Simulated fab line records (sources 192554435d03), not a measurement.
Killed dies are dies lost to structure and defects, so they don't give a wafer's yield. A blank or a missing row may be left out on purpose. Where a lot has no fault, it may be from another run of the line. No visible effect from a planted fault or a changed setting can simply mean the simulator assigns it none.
Struck lot and sound lot, side by side ; flow n5 finfet ; 14 steps out of a route of 1938
Sound: these wafers, L831.1, L831.2, L831.6. Wafers L832.4, L832.5, L832.6 were the ones struck. Last of all comes the cause.
Each step with rows lists, per side, the tool, then ch with its chambers, then its first start. Under that, the readings that differ: sound wafers ; struck wafers ; difference of the means ; sigmas: that difference in standard deviations of wafers without a fault.
alike: readings whose means differ by less than 2 such deviations, and words and numbers that are the same on both sides. not compared: withheld readings, readings that some wafer has no value for, bounds like >300 that may hide the same value, and numbers for which the record gives no deviation and whose values overlap.
A row with sigmas, a row that says differs or no value, or rows on one side alone: a step with any of these is where the two part. Numbers that have no deviation but don't overlap get no sigmas and don't part them. A reading that every wafer of one side lacks parts them only if that side has two wafers or more.

N5_BEOL_M8_INSPECT_58: inspects for defects (darkfield).
  sound: defect inspect-02 at day 9 12:27; struck: defect inspect-01 at day 9 22:32
  alike: raw defect count
N5_BEOL_M9_ILD_DEP_00: deposits SiCOH lowk from DEMS/porogen, target thk 308.51 nm, time 58 s.
  sound on pecvd-03 ch 0,1, day 9 12:29; struck on pecvd-03 ch 0,1, day 9 22:36
  alike: heater power w, showerhead plenum p Torr, throttle valve pct
N5_BEOL_M9_CURE_71: cures SiCOH lowk, time 240 s.
  sound on uv cure-03 ch 0, day 9 12:36; struck on uv cure-02 ch 1, day 9 22:55
reading;sound;struck;difference;sigmas
wafer_temp_C_max;386.7 387.2 387.8;385.7 386.3 386.0;-1.2;-2
  alike: lamp power pct
N5_BEOL_M9_THK_MEAS_01:
  sound: film metro-02 at day 9 13:07; struck: film metro-01 at day 9 23:12
  alike: M9_ILD_THK
N5_BEOL_M9_PECVD_70: deposits SiO2 from TEOS/O2, target thk 20 nm, time 22.7 s.
  sound on pecvd-02 ch 0,1, day 9 13:09; struck on pecvd-04 ch 0,1,2, day 9 23:15
reading;sound;struck;difference;sigmas
throttle valve pct (%);22.5 23.6 23.4;20.1 21.6 21.2;-2.2;-2
  alike: heater power w, showerhead plenum p Torr
N5_BEOL_M9_HM_DEP_02: deposits TiN, target thk 20 nm.
  sound: pvd sputter-01 at day 9 13:59; struck: pvd sputter-01 at day 9 23:17
  alike: throttle valve pct
then, 6 steps without rows for these wafers: N5_BEOL_M9_COAT_59 (time 60 s, resist thk 100 nm); N5_BEOL_M9_COAT_60 (time 60 s, resist thk 30 nm); N5_BEOL_M9_COAT_05 (resist thk 90 nm); N5_BEOL_M9_EBR_07; N5_BEOL_M9_SOFTBAKE_06 (time 60 s); N5_BEOL_M9_EXPOSE_08 (exposes mask M9).
N5_BEOL_M9_PEB_09: peb time 60 s.
  sound on litho track-01 ch 0, day 9 14:17; struck on litho track-05, day 9 23:43
  no value came back on the struck wafers for chill plate temp C (C), exhaust pa (Pa); on the sound wafers chill plate temp C (C) reads 22.92 22.90 22.86
then, 1 step without rows for these wafers: N5_BEOL_M9_DEVELOP_10 (develop time 30 s).

## WHERE THEY PART
Earliest at N5_BEOL_M9_CURE_71; latest, in this record, at N5_BEOL_M9_PEB_09.

WHY: what the simulator had put in
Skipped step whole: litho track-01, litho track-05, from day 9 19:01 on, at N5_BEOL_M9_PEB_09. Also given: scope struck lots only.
